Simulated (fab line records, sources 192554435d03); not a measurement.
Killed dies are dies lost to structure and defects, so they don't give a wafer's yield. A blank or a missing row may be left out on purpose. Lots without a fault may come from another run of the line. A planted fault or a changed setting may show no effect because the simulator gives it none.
fab line records | flow n5_finfet
record lots=6 wafers=17 last_day=19
route steps=1938 shown BEOL_M12@1637 PASSIVATION@1936
lots that met no fault: from a run of the same line without faults
start_h: hours from the record's first day to the start of the lot's first wafer shown | wait_h: hours since the lot's step before | " the same as in the row above | L1.1+2: a row that stands for several wafers | - no value, or no start given | * or withheld: withheld | < > ~ a bound
route shown NAME@n: a module of which the file shows steps, and the number in the route of the first | usual: mean/standard deviation of fault-free wafers | same: alike in all rows | chamber/n: place in a boat | sites: the reading at each site | _std_site: their standard deviation | _edge_site: outer sites' mean less inner sites' | radius_mm: how far each site lies from the wafer's centre | mask NAME#n: copy n | behind: the tool/chamber that last shaped the wafer | hold: why the lot was held/for how many hours/how that ended | device: the transistor (n, p or np) that didn't switch | end of line: the same wafers' tests at the end of the route | a step without rows: its recipe alone | killed: dies lost to structure and defects at the first sort, not the wafer's yield | map: a wafer's dies, x killed, . not, _ none there
set.NAME: the setting as run; set.NAME@STEP: as run at that earlier step | model.NAME: the simulator's own value behind a step, which no gauge read
lots at some steps of the route; a table a step, a row a wafer
services: from which hour (start_h, from the record's first day; less than 0 if before it) a tool's chamber was out of use, for how many hours, and why
## steps
# step N5_BEOL_M12_ETCH_68
# recipe chemistry=N2/H2 target=SOC mask_material=SiARC source_w=3000 bias_w=350 temp_c=40 time_s=285 ion_energy_ev=200 pressure_mtorr=30 n2_flow_sccm=200 h2_flow_sccm=200
# usual drypump_motor_current_A=5.6/0.46 oes_product_au=0.82/0.079 rf_fwd_power_W=2994/9.5 rf_vpp_V=524.4/2.3 showerhead_plenum_p_Torr=2.56/0.082 throttle_valve_pct=17.66/0.21
# columns lot.wafer tool chamber start_h wait_h drypump_motor_current_A oes_product_au rf_fwd_power_W rf_hours_counter_h rf_vpp_V showerhead_plenum_p_Torr throttle_valve_pct
L730.1 rie_diel-03 3 249.85 0.1 4.9 0.89 2980 32 529.1 2.70 17.55
L730.4 " 2 " " 5.3 0.70 2988 207 520.1 2.40 17.88
L730.6 " 2 " " 5.3 0.69 2970 - 523.1 2.40 17.89
L735.4 rie_diel-02 2 326.49 0.1 5.3 0.72 2982 174 525.8 2.62 17.58
L735.5 " 3 " " 5.7 0.83 2987 - 521.3 2.45 17.29
L735.6 " 0 " " 6.4 0.76 3004 - 522.2 2.52 17.81
L738.3 rie_diel-03 3 329.25 0.1 4.9 0.85 2993 61 528.1 2.69 17.61
L738.4 " 2 " " 5.2 0.68 2991 236 519.2 2.39 17.93
L738.6 " 3 " " 4.8 0.86 2991 - 528.6 2.69 17.61
L744.3 rie_diel-04 1 350.89 0.1 5.7 0.71 2986 241 522.4 2.52 18.05
L744.5 " 3 " " 6.0 0.82 2984 - 523.8 2.59 17.87
L744.6 " 0 " " 5.8 0.94 3005 - 524.2 2.63 17.54
L750.3 rie_diel-02 2 393.47 0.1 5.3 0.70 2988 204 525.3 2.61 17.65
L750.4 " 1 " " 5.5 0.86 2982 65 521.4 2.49 17.95
L750.6 " 2 " " 5.2 0.70 2982 - 525.4 2.61 17.63
L753.2 rie_diel-04 3 420.21 0.1 6.0 0.80 3015 106 525.3 2.58 17.93
L753.6 " 0 " " 5.8 0.90 3002 - 525.7 2.61 17.60
# step N5_BEOL_M12_STRIP_69
# recipe chemistry=N2/H2 temp_c=40 n2_flow_sccm=200 h2_flow_sccm=200 rf_frequency_hz=6e+07
# step N5_BEOL_M12_TRENCH_ETCH_34
# recipe chemistry=C4F8/O2/Ar target=SiOC target_depth_a=3189.5 mask_material=SOC pressure_mtorr=30 source_w=3000 bias_w=700 Ar_flow_sccm=400 C4F8_flow_sccm=15 O2_flow_sccm=8 he_inner_torr=15 he_outer_torr=30 time_s=125.5 ion_energy_ev=250
# usual drypump_motor_current_A=5.6/0.46 oes_product_au=0.82/0.079 rf_fwd_power_W=2990/9 rf_vpp_V=666.1/2.8 showerhead_plenum_p_Torr=3.43/0.098 throttle_valve_pct=24.13/0.25
# columns lot.wafer tool chamber start_h wait_h drypump_motor_current_A oes_product_au rf_fwd_power_W rf_hours_counter_h rf_vpp_V showerhead_plenum_p_Torr throttle_valve_pct
L730.1 rie_diel-03 3 250.04 0.0 4.9 0.90 2992 32 671.6 3.62 24.07
L730.4 " 2 " " 5.2 0.70 2992 207 663.7 3.26 24.47
L730.6 " 2 " " 5.2 0.70 2992 - 661.9 3.26 24.48
L735.4 rie_diel-02 2 326.68 0.0 5.2 0.73 2989 174 669.8 3.52 23.95
L735.5 " 3 " " 5.7 0.84 2986 - 663.3 3.32 23.95
L735.6 " 0 " " 6.3 0.76 2988 - 664.9 3.43 24.55
L738.3 rie_diel-03 3 329.43 0.0 4.8 0.85 2988 61 671.1 3.61 24.10
L738.4 " 2 " " 5.2 0.68 2984 236 660.9 3.24 24.52
L738.6 " 3 " " 4.8 0.85 2991 - 669.5 3.61 24.13
L744.3 rie_diel-04 1 351.07 0.0 5.7 0.72 2985 241 666.1 3.40 24.52
L744.5 " 3 " " 6.0 0.82 2989 - 665.8 3.42 24.12
L744.6 " 0 " " 5.8 0.94 2991 - 668.2 3.48 23.73
L750.3 rie_diel-02 2 393.65 0.0 5.3 0.70 2999 204 668.4 3.50 24.00
L750.4 " 1 " " 5.5 0.86 3000 65 663.4 3.34 24.37
L750.6 " 2 " " 5.2 0.70 2993 - 667.4 3.50 23.99
L753.2 rie_diel-04 3 420.39 0.0 6.0 0.80 2974 106 667.3 3.41 24.15
L753.6 " 0 " " 5.8 0.89 2982 - 666.2 3.46 23.77
# step N5_BEOL_M12_STRIP_70
# recipe chemistry=C4F8/O2/Ar resist=SiARC rf_frequency_hz=6e+07
# step N5_BEOL_M12_OCD_MEAS_35
# usual trench_depth_nm=321/6.8
# columns lot.wafer tool chamber start_h wait_h trench_depth_nm
L730.1 ocd-01 - 250.19 0.0 330
L730.4 " - " " 321
L730.6 " - " " 320
L735.4 ocd-02 - 326.84 0.0 322
L735.5 " - " " 318
L735.6 " - " " 316
L738.3 ocd-02 - 329.58 0.0 330
L738.4 " - " " 322
L738.6 " - " " 328
L744.3 ocd-01 - 351.23 0.0 330
L744.5 " - " " 312
L744.6 " - " " 329
L750.3 ocd-01 - 393.81 0.0 313
L750.4 " - " " 320
L750.6 " - " " 314
L753.2 ocd-01 - 420.55 0.0 315
L753.6 " - " " 328
# step N5_BEOL_M12_STRIP_37
# recipe chemistry=N2/H2 power_w=1000 temp_c=250 h2_frac=0.65 overash_fraction=0.3 pressure_mtorr=withheld n2_flow_sccm=1750 h2_flow_sccm=3250
# usual drypump_motor_current_A=5.8/0.35 heater_power_w=326/25 oes_product_au=0.790/0.01
# columns lot.wafer tool chamber start_h wait_h drypump_motor_current_A heater_power_w oes_product_au rf_hours_counter_h
L730.1 plasma_asher-02 0 250.34 0.1 6.0 353 0.800 75
L730.4 " 1 " " 5.5 306 0.809 -
L730.6 " 0 " " 6.0 360 0.788 -
L735.4 plasma_asher-01 1 326.89 0.1 5.3 346 0.797 -
L735.5 " 1 " " 5.4 337 0.781 -
L735.6 " 0 " " 6.2 297 0.803 -
L738.3 plasma_asher-01 0 329.64 0.1 6.2 305 0.792 -
L738.4 " 1 " " 5.4 331 0.793 -
L738.6 " 0 " " 6.2 303 0.782 -
L744.3 plasma_asher-01 1 351.28 0.1 5.4 338 0.781 -
L744.5 " 0 " " 6.2 297 0.779 -
L744.6 " 1 " " 5.4 339 0.793 -
L750.3 plasma_asher-02 1 393.86 0.1 5.5 298 0.793 -
L750.4 " 0 " " 6.1 374 0.784 -
L750.6 " 1 " " 5.5 307 0.791 -
L753.2 plasma_asher-02 1 420.58 0.0 5.5 303 0.797 108
L753.6 " 0 " " 6.0 358 0.811 -
# step N5_BEOL_M12_ETCH_38
# recipe chemistry=CF4/N2 target=SiCN target_depth_a=687 taper_deg=2 time_s=73.4 ion_energy_ev=150 mask_material=SiO2 pressure_mtorr=40 source_w=430 bias_w=70 Ar_flow_sccm=100 cf4_flow_sccm=60 n2_flow_sccm=60
# step N5_BEOL_M12_PRECLEAN_39
# recipe chemistry=residue_remover time_s=60 temp_c=40
# step N5_BEOL_M12_SRD_40
# recipe time_s=30 temp_c=23 rinse_liquid=diw dry=n2_spin spin_rpm=1500 dry_time_s=30
# step N5_BEOL_M12_DEGAS_41
# recipe ambient=vacuum temp_c=250 time_s=60
# usual heater_power_w=344/35
# columns lot.wafer tool chamber start_h wait_h heater_power_w
L730.1 pvd_sputter-03 - 253.10 0.3 338
L730.4 " - " " 309
L730.6 " - " " 367
L735.4 pvd_sputter-01 - 328.99 0.3 426
L735.5 " - " " 328
L735.6 " - " " 345
L738.3 pvd_sputter-01 - 335.69 3.3 335
L738.4 " - " " 436
L738.6 " - " " 345
L744.3 pvd_sputter-01 - 353.23 0.3 425
L744.5 " - " " 340
L744.6 " - " " 355
L750.3 pvd_sputter-03 - 396.79 0.2 360
L750.4 " - " " 338
L750.6 " - " " 336
L753.2 pvd_sputter-02 - 422.31 0.2 302
L753.6 " - " " 386
# step N5_BEOL_M12_PRE_CLEAN_42
# recipe gas=H2/He time_s=30 temp_c=250
# usual heater_power_w=344/35
# columns lot.wafer tool chamber start_h wait_h heater_power_w
L730.1 pvd_sputter-03 - 253.14 0.0 352
L730.4 " - " " 305
L730.6 " - " " 357
L735.4 pvd_sputter-01 - 329.03 0.0 429
L735.5 " - " " 339
L735.6 " - " " 343
L738.3 pvd_sputter-01 - 335.73 0.0 348
L738.4 " - " " 445
L738.6 " - " " 337
L744.3 pvd_sputter-01 - 353.27 0.0 426
L744.5 " - " " 346
L744.6 " - " " 357
L750.3 pvd_sputter-03 - 396.83 0.0 357
L750.4 " - " " 335
L750.6 " - " " 338
L753.2 pvd_sputter-02 - 422.35 0.0 301
L753.6 " - " " 379
# step N5_BEOL_M12_SPUTTER_43
# recipe material=TaN target_thk_a=150 temp_c=50 bias_v=168.6 power_w=15000 chamber_pressure_pa=0.12 time_s=24.19
# step N5_BEOL_M12_SPUTTER_44
# recipe material=Ta target_thk_a=100 temp_c=50 bias_v=80 power_w=15000 chamber_pressure_pa=0.07 time_s=16.13
# usual throttle_valve_pct=30.0/1.4
# columns lot.wafer tool chamber start_h wait_h throttle_valve_pct model.Ta_of_BEOL_M12_SPUTTER_44.thk_nm
L730.1 pvd_sputter-03 - 253.26 0.0 28.8 9.8
L730.4 " - " " 27.8 9.8
L730.6 " - " " 29.2 9.8
L735.4 pvd_sputter-01 - 329.17 0.0 30.9 9.8
L735.5 " - " " 32.8 10
L735.6 " - " " 28.3 10
L738.3 pvd_sputter-01 - 335.85 0.0 32.7 10.2
L738.4 " - " " 30.9 9.8
L738.6 " - " " 28.5 9
L744.3 pvd_sputter-01 - 353.39 0.0 30.9 9.8
L744.5 " - " " 28.6 9.8
L744.6 " - " " 30.6 9
L750.3 pvd_sputter-03 - 396.95 0.0 29.0 10
L750.4 " - " " 29.6 10
L750.6 " - " " 29.2 10
L753.2 pvd_sputter-02 - 422.47 0.0 30.2 10
L753.6 " - " " 31.8 10.2
# step N5_BEOL_M12_SPUTTER_45
# recipe material=Cu target_thk_a=800 temp_c=-20 bias_v=60 power_w=26000 chamber_pressure_pa=0.13 time_s=13.33
# step N5_PASSIVATION_PROBE_49
# usual defect_limited_yield=91.2/1.4 killed_at_M0_to_M3=34/9.3 killed_at_M4_up=14/5.9 killed_at_contacts=14/5.7 killed_at_front_end=38/10 killed_at_other=4/3.2 killed_dies=104/17 killed_open=67/13 killed_short=33/6.9 sort_bin_5_function=5.2/1 sort_bin_6_memory=3.3/0.61 sort_n_pass=1069/52 sort_yield_pct=91/4.4
# same gross_dies=1180 killed_at_back_side=0 sort_bin_4_leakage[%]=0 sort_bin_8_speed[%]=0
# columns lot.wafer tool chamber start_h wait_h defect_limited_yield[%] killed_at_M0_to_M3 killed_at_M4_up killed_at_contacts killed_at_front_end killed_at_other killed_dies killed_open killed_short sort_bin_5_function[%] sort_bin_6_memory[%] sort_n_pass sort_yield_pct[%]
L735.4 prober-01 - 363.36 0.2 89.5 44 16 13 45 6 124 83 29 5.9 3.9 1056 89
L735.5 prober-01 - 363.41 0.2 91.6 32 13 18 36 0 99 66 24 4.6 3.7 1081 92
L735.6 prober-01 - 363.46 0.3 88.7 33 30 21 43 6 133 93 32 7.0 4.1 1047 89
L738.3 prober-01 - 372.05 0.1 90.6 46 15 12 31 7 111 73 32 5.4 4.0 1069 91
L738.4 prober-01 - 372.10 0.2 89.2 40 20 6 57 5 128 76 29 6.6 4.0 1052 89
L738.6 prober-01 - 372.20 0.3 93.5 21 13 5 36 2 77 42 30 2.9 3.3 1103 93
L750.3 prober-01 - 428.77 0.1 91.5 40 5 21 26 8 100 67 25 5.5 2.7 1080 92
L750.4 prober-01 - 428.82 0.2 93.1 28 9 16 26 3 82 52 26 3.7 2.9 1098 93
L750.6 prober-01 - 428.92 0.3 92.7 36 5 5 37 3 86 59 26 4.6 2.7 1094 93
L753.2 prober-01 - 461.59 0.7 90.0 43 14 13 41 7 118 81 37 6.3 3.5 1062 90
L753.6 prober-01 - 461.79 0.9 90.8 53 12 5 37 2 109 70 33 5.8 3.0 1071 91
# killed by level:class
L735.4 BEOL_M2:geometric_particle:open=15 BEOL_M3:geometric_particle:open=11 MOL_CONTACT_COAG:geometric_particle:open=10 FIN_SAQP:geometric_particle:open=8 BEOL_M4:geometric_particle:open=8 STI_FIN_REVEAL:geometric_particle:open=7 FIN_SAQP:geometric_particle:short=5 BEOL_M1:geometric_particle:open=5
L735.5 MOL_CONTACT_COAG:geometric_particle:open=11 BEOL_M2:geometric_particle:open=11 FIN_SAQP:geometric_particle:open=8 BEOL_M0_SAQP:geometric_particle:open=6 STI_FIN_REVEAL:geometric_particle:open=5 STARTING-WAFER:geometric_particle:open=5 FIN_SAQP:geometric_particle:short=4 GATE_CUT:geometric_particle:short=4
L735.6 MOL_CONTACT_COAG:geometric_particle:open=16 BEOL_M4:geometric_particle:open=16 FIN_SAQP:geometric_particle:open=9 STI_FIN_REVEAL:geometric_particle:open=9 BEOL_M0_SAQP:geometric_particle:open=9 BEOL_M2:geometric_particle:open=6 BEOL_M3:geometric_particle:short=6 GATE_CUT:geometric_particle:short=4
L738.3 BEOL_M0_SAQP:geometric_particle:open=14 BEOL_M3:geometric_particle:open=10 MOL_CONTACT_COAG:geometric_particle:open=8 BEOL_M0_SAQP:geometric_particle:short=7 FIN_SAQP:geometric_particle:open=6 FIN_SAQP:geometric_particle:short=6 DUMMY_GATE:geometric_particle:open=5 BEOL_M1:geometric_particle:open=5
L738.4 SD_EPI_N:area_etch=18 BEOL_M0_SAQP:geometric_particle:open=13 BEOL_M0_SAQP:geometric_particle:short=11 DUMMY_GATE:geometric_particle:open=10 FIN_SAQP:geometric_particle:open=9 BEOL_M1:geometric_particle:open=6 STI_FIN_REVEAL:geometric_particle:open=5 BEOL_M7:geometric_particle:open=5
L738.6 DUMMY_GATE:geometric_particle:open=7 FIN_SAQP:geometric_particle:short=6 STI_FIN_REVEAL:geometric_particle:open=6 BEOL_M0_SAQP:geometric_particle:open=6 BEOL_M0_SAQP:geometric_particle:short=5 FIN_SAQP:geometric_particle:open=4 STARTING-WAFER:geometric_particle:short=4 SDB:geometric_particle:short=3
L750.3 MOL_CONTACT_COAG:geometric_particle:open=19 BEOL_M2:geometric_particle:open=9 BEOL_M1:geometric_particle:open=8 BEOL_M3:geometric_particle:open=8 GATE_CUT:geometric_particle:short=7 DUMMY_GATE:geometric_particle:open=4 BEOL_M0_SAQP:geometric_particle:short=3 MIM_TOP:geometric_particle:open=3
L750.4 MOL_CONTACT_COAG:geometric_particle:open=12 FIN_SAQP:geometric_particle:short=7 BEOL_M0_SAQP:geometric_particle:open=7 BEOL_M4:geometric_particle:open=5 FIN_SAQP:geometric_particle:open=4 GATE_CUT:geometric_particle:short=4 BEOL_M2:geometric_particle:open=4 BEOL_M0_SAQP:geometric_particle:short=4
L750.6 STI_FIN_REVEAL:geometric_particle:open=10 GATE_CUT:geometric_particle:short=8 BEOL_M0_SAQP:geometric_particle:short=7 BEOL_M3:geometric_particle:open=6 BEOL_M0_SAQP:geometric_particle:open=6 BEOL_M1:geometric_particle:open=6 BEOL_M2:geometric_particle:open=5 FIN_SAQP:geometric_particle:open=4
L753.2 FIN_SAQP:geometric_particle:open=16 BEOL_M3:geometric_particle:open=13 MOL_CONTACT_COAG:geometric_particle:open=9 BEOL_M0_SAQP:geometric_particle:open=9 BEOL_M0_SAQP:geometric_particle:short=8 FIN_SAQP:geometric_particle:short=6 BEOL_M2:geometric_particle:open=5 STI_FIN_REVEAL:geometric_particle:open=4
L753.6 BEOL_M3:geometric_particle:open=16 BEOL_M0_SAQP:geometric_particle:open=14 BEOL_M0_SAQP:geometric_particle:short=11 BEOL_M4:geometric_particle:open=7 MOL_CONTACT_COAG:geometric_particle:open=5 FIN_SAQP:geometric_particle:short=4 FIN_SAQP:geometric_particle:open=4 ILD0:geometric_particle:short=4
## services
# columns tool chamber start_h hours kind
rie_diel-04 2 244.17 16.4 repair
plasma_asher-02 - 254.20 5.1 pm
rie_diel-03 1 263.46 - clean
rie_diel-03 1 263.46 - consumable_replace:focus_ring
rie_diel-02 1 286.15 11.8 repair
rie_diel-04 0 302.78 - clean
rie_diel-04 0 302.78 - consumable_replace:focus_ring
rie_diel-04 0 302.78 21.6 scheduled_down
rie_diel-04 0 302.78 21.6 vent_cycle
rie_diel-02 3 333.88 28.2 repair
rie_diel-03 1 359.08 5.1 repair
rie_diel-03 2 376.64 - clean
rie_diel-03 2 376.64 - consumable_replace:focus_ring
rie_diel-03 2 376.64 - consumable_replace:showerhead
rie_diel-03 2 376.64 19.1 scheduled_down
rie_diel-03 2 376.64 19.1 vent_cycle
rie_diel-04 1 382.68 - clean
rie_diel-04 1 382.68 - consumable_replace:focus_ring
rie_diel-04 1 382.68 23.1 scheduled_down
rie_diel-04 1 382.68 23.1 vent_cycle
rie_diel-04 2 395.37 6.0 repair
rie_diel-02 - 402.40 1.1 repair
plasma_asher-02 - 404.44 3.8 repair
## key
first_sign none at tools or gauges
model_effect step=N5_BEOL_M12_SPUTTER_44 value=Ta_of_BEOL_M12_SPUTTER_44.thk_nm without=9.8 struck=9
met_at N5_BEOL_M12_SPUTTER_44
struck_wafers L738.6,L744.6
baseline_loss step=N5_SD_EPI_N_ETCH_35 wafers=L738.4
onset_between 329.17 335.85
fault kind=process_parameter_drift tool=pvd_sputter-01 chamber=- onset_h=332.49 steps=N5_BEOL_M12_SPUTTER_44 channel=time_s offset=* shape=step end_h=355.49 scope=struck_wafers_only acts_in=* stated=*
# baseline_loss: these wafers lose ten dies or more at that step, a loss of the line's own and not of a fault; the sort's usual values leave them out
